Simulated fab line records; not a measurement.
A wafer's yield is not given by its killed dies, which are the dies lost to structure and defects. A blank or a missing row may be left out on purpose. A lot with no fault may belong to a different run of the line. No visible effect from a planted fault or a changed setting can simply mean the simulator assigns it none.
2 desks, one fault -- flow n5 finfet -- each desk has only its own numbers; what lay behind them comes last

THE METROLOGY DESK
Means of the sampled wafers that have a number, per lot and without regard to the tool the lot ran on: this is what the gauges read. The brackets show how far a lot's mean lies from the usual mean; more than 4 standard deviations puts the lot out of limits, marked OUT.
Columns: A = M5_ILD_THK at N5_BEOL_M5_THK_MEAS_01, usual 120.9 nm
lot,first seen here,A
L947,day 8 06:12,121.9
L951,day 9 01:25,120.4
L953,day 9 09:17,122.3
L955,day 10 06:16,121.6
L957,day 10 18:53,121.6
L958,day 10 22:59,119.5
L966,day 13 18:13,121.6
L948,day 13 21:06,120.7
L967,day 13 22:48,122.0
L969,day 14 18:26,119.5
L968,day 15 07:43,121.3
This desk's finding: nothing out of limits on any of the 11 lots.

AT THE TOOL OWNER'S DESK: rie diel-04
The tool's own readings at N5_BEOL_M5_ETCH_62 (etches SOC in N2/H2, target depth 75 nm, overetch 15 nm, time 112.5 s): means of the sampled wafers that have a number, for each lot that ran on this tool. The brackets show how far a lot's mean lies from the usual mean; more than 4 standard deviations puts the lot out of limits, marked OUT.
Columns: A = drypump motor current A at N5_BEOL_M5_ETCH_62, usual 5.5 A; B = oes product au at N5_BEOL_M5_ETCH_62, usual 0.62 a.u.; C = rf fwd power W at N5_BEOL_M5_ETCH_62, usual 837.6 W; D = rf vpp V at N5_BEOL_M5_ETCH_62, usual 524.7 V; E = showerhead plenum p Torr at N5_BEOL_M5_ETCH_62, usual 2.57 Torr; F = throttle valve pct at N5_BEOL_M5_ETCH_62, usual 17.93 %
lot,first seen here,A,B,C,D,E,F
L947,day 8 08:37,5.1,0.58,838.6,524.6,2.60,17.96
L953,day 9 11:35,5.3,0.55,838.7,523.6,2.56,18.10
L955,day 10 08:29,5.4,0.55,771.9 (-26) OUT,540.6 (+6.1) OUT,2.56,18.07
L957,day 10 21:10,5.3,0.56,770.3 (-27) OUT,541.7 (+6.5) OUT,2.59,17.94
L967,day 13 23:34,5.1,0.63,837.4,524.7,2.59,17.89
This desk's verdict: out of limits on L955, L957, starting with L955 at day 10 08:29 (rf fwd power W at N5_BEOL_M5_ETCH_62). L947, L953, L967 stayed within limits.

PUT TOGETHER
The tool owner's desk could have raised an alarm at day 10 08:29, on L955, L957.
At the metrology desk, nothing out of limits was observed.
The metrology desk holds a record of L955, L957, inside its limits.
On rie diel-04, each named lot ran N5_BEOL_M5_ETCH_62.

WHAT WAS PUT IN BY THE SIMULATOR
rie diel-04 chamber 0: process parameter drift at N5_BEOL_M5_ETCH_62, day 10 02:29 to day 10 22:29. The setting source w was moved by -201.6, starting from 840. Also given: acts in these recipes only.
Struck lots among those shown: L955, L957.
Each desk's first reading out of limits, in hours after the fault started: the tool owner's desk, 6.
